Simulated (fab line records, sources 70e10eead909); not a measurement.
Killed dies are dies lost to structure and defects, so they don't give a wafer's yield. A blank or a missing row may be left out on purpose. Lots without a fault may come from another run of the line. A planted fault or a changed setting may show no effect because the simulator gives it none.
Tool commonality check | flow nand_harc | 7 lots, 21 wafers sampled

WHY IT WAS OPENED
At NHARC_END_SORT_01 the reading killed_at_periphery is flagged on 3 of 7 lots. Wafers without a fault read 3.1, standard deviation 2.1.
Rule: a lot is flagged when every wafer of it that has a number lies more than 4 standard deviations from that mean, or none has a number. The other lots count as sound.

lot  | measured     | on        | killed_at_periphery, wafer by wafer | flag
L937 | day 20 01:26 | prober-02 | 4 4 2                               |
L948 | day 22 13:10 | prober-02 | 78 94 64                            | FLAGGED
L950 | day 22 19:25 | prober-02 | 60 89 92                            | FLAGGED
L949 | day 23 02:41 | prober-01 | 93 61 55                            | FLAGGED
L952 | day 23 18:10 | prober-01 | 1 0 4                               |
L956 | day 23 21:01 | prober-02 | 5 1 4                               |
L959 | day 24 20:57 | prober-02 | 5 2 0                               |
The numbers of the flagged lots are 76.2 on average: +73.1 against the usual, or +35 standard deviations.

WHICH TOOL RAN EACH LOT
The record holds 3 process steps before the reading, out of a route of 1159 steps. In each cell: the tool, then ch and the chambers that the sampled wafers went through, then the start.
lot  | flag    | NHARC_P_BONDPAD_ETCH_12            | NHARC_THIN_TSV_PVD_51                   | NHARC_THIN_TSV_CMP_21
L937 |         | rie_diel-04 ch 1,2,3, day 6 20:44  | pvd_sputter-01, day 19 05:12 or earlier | cmp-01 ch 0,2,3, day 19 05:12
L948 | FLAGGED | rie_diel-04 ch 1,2, day 9 16:52    | pvd_sputter-01, day 22 00:25 or earlier | cmp-01 ch 1,2,3, day 22 00:25
L950 | FLAGGED | rie_diel-04 ch 2,3, day 9 14:39    | pvd_sputter-03, day 22 01:08 or earlier | cmp-02 ch 1,2, day 22 01:08
L949 | FLAGGED | rie_diel-04 ch 0,2,3, day 9 13:44  | pvd_sputter-03, day 22 15:55 or earlier | cmp-04 ch 0,2,3, day 22 15:55
L952 |         | rie_diel-11 ch 0,1,3, day 10 11:56 | pvd_sputter-02, day 23 02:37 or earlier | cmp-04 ch 0,1,3, day 23 02:37
L956 |         | rie_diel-11 ch 0,1, day 11 01:46   | pvd_sputter-03, day 23 10:31 or earlier | cmp-04 ch 1,3, day 23 10:31
L959 |         | rie_diel-02 ch 0,3, day 11 20:41   | pvd_sputter-03, day 24 11:22 or earlier | cmp-01 ch 0,1,3, day 24 11:22
What these steps do:
- NHARC_P_BONDPAD_ETCH_12: etches the open film in CHF3/O2, target depth 200 nm, time 100 s.
- NHARC_THIN_TSV_PVD_51: deposits Cu, target thk 100 nm.
- NHARC_THIN_TSV_CMP_21: polishes, t overpolish 30 s, target thk 2000 nm.
- NHARC_END_SORT_01

FLAGGED OVER TOTAL, TOOL BY TOOL (the gauges that took the reading come last)
step                    | tool           | lots run | flagged | share of the flagged lots | sound lots run after its first flagged lot
NHARC_P_BONDPAD_ETCH_12 | rie_diel-02    | 1        | 0       | none                      | -
NHARC_P_BONDPAD_ETCH_12 | rie_diel-04    | 4        | 3       | all                       | 0
NHARC_P_BONDPAD_ETCH_12 | rie_diel-11    | 2        | 0       | none                      | -
NHARC_THIN_TSV_PVD_51   | pvd_sputter-01 | 2        | 1       | some                      | 0
NHARC_THIN_TSV_PVD_51   | pvd_sputter-02 | 1        | 0       | none                      | -
NHARC_THIN_TSV_PVD_51   | pvd_sputter-03 | 4        | 2       | some                      | 2 (L956,L959)
NHARC_THIN_TSV_CMP_21   | cmp-01         | 3        | 1       | some                      | 1 (L959)
NHARC_THIN_TSV_CMP_21   | cmp-02         | 1        | 1       | some                      | 0
NHARC_THIN_TSV_CMP_21   | cmp-04         | 3        | 1       | some                      | 2 (L952,L956)
NHARC_END_SORT_01       | prober-01      | 2        | 1       | some                      | 1 (L952)
NHARC_END_SORT_01       | prober-02      | 5        | 2       | some                      | 2 (L956,L959)
NHARC_THIN_TSV_PVD_51 gives no start for some lots, so the hours and the order of its lots are those of NHARC_THIN_TSV_CMP_21.

WHAT THE TABLE ALLOWS
1 row of the table ran every flagged lot: rie_diel-04 at NHARC_P_BONDPAD_ETCH_12.
- rie_diel-04 at NHARC_P_BONDPAD_ETCH_12: 3 of its 4 lots flagged. Its last sound lot is L937 (day 6 20:44), its first flagged lot L949 (day 9 13:44): a fault that began between those two fits.
One tool is left: rie_diel-04 at NHARC_P_BONDPAD_ETCH_12.

WHAT THE SIMULATOR HAD PUT IN
Chamber particle source: rie_diel-04, from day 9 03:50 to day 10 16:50, at NHARC_P_BONDPAD_ETCH_12. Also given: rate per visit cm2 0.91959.
Lots struck among those shown: L948, L950, L949. The rule above found the same.
